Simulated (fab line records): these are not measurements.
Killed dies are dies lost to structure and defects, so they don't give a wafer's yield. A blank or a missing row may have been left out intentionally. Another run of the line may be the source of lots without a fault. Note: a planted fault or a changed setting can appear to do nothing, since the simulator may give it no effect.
Split-lot trial ; flow n5-finfet ; 21 wafers read across 7 lots, on a route 1938 steps long

ON THE SPLIT
At N5_BEOL_M11_PEB_26 (peb time 60 s), the setting peb-time-s was moved away from the recipe's 60 s on 5 of the 21 wafers read, by -17.9% to +9.2%. For the rest of the wafers, this setting stayed at what the recipe calls for.

SPLIT TO READING: what lies between them in the file, 1 step
- N5_BEOL_M11_DEVELOP_27: develop time 30 s

THE READING
cd-nm, in nm, at N5_BEOL_M11_CD_MEAS_28 (target cd 70 nm). A value of 69.9 nm with a standard deviation of 0.97 nm is what fault-free wafers of this fab line usually give.

wafer;tool, chamber at the split;peb-time-s as run, s;against the recipe;cd-nm, nm;against lot-mates on the recipe
L080.1;litho-track-05, 0;60;recipe;69.9;-
L080.2;litho-track-05, 0;65.52;+9.2%;75.8;+5.3
L080.4;litho-track-05, 0;60;recipe;71.1;-
L079.2;litho-track-05, 0;60;recipe;70.7;-
L079.3;litho-track-05, 0;60;recipe;68.9;-
L079.4;litho-track-05, 0;49.26;-17.9%;61.6;-8.2
L085.2;litho-track-02, 0;60;recipe;70.4;-
L085.4;litho-track-02, 0;55.77;-7.0%;66.9;-3.4
L085.6;litho-track-02, 0;60;recipe;70.2;-
L094.2;litho-track-02, 0;60;recipe;70.3;-
L094.5;litho-track-02, 0;60;recipe;68.6;-
L094.6;litho-track-02, 0;60;recipe;68.6;-
L093.2;litho-track-02, 0;60;recipe;70.2;-
L093.3;litho-track-02, 0;60;recipe;70.5;-
L093.4;litho-track-02, 0;52.92;-11.8%;65.2;-5.1
L095.2;litho-track-02, 0;60;recipe;70.6;-
L095.4;litho-track-02, 0;64.01;+6.7%;74.8;+4.0
L095.5;litho-track-02, 0;60;recipe;71.0;-
L097.1;litho-track-02, 0;60;recipe;68.0;-
L097.3;litho-track-02, 0;60;recipe;69.3;-
L097.6;litho-track-02, 0;60;recipe;70.3;-

FIT RESULTS
A straight line over all 21 wafers: cd-nm changes by +0.497 nm for each +1% of peb-time-s; r = +0.95; the points scatter about the line by 0.98 nm.
The same after taking each lot's own level away (the mean of its wafers on the recipe; 21 wafers): +0.485 nm for each +1%; r = +0.97; scatter 0.67 nm.
According to that fit, moving peb-time-s by its largest amount changes the reading by 8.7 nm.
Measured against the standard deviation above, the lots' own levels, which go from 69.17 to 70.80 nm, span 1.7 times it.
The two slopes agree, so the slope changes little with the lot-to-lot level.
Check: for one of the wafers moved furthest among these (-17.9%), held out of the fit, the line's prediction against its lot-mates is -8.92 nm. Against them it came out at -8.2 nm.

THE OTHER SPLITS THESE WAFERS WENT THROUGH
Note: prior to the reading, these wafers also went through further splits. Each is held against what the fit with the lots' levels taken away leaves over:
other split on the same wafers;wafers away from the commonest value;r with cd-nm (lot level and that fit taken away)
N5_BEOL_M10_COAT_60 spin-rpm;5;+0.07
N5_BEOL_M11_COAT_63 spin-rpm;7;-0.18

FILE'S OWN FIT
cd-nm changes by +0.481 nm for each +1% of peb-time-s, r = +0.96.
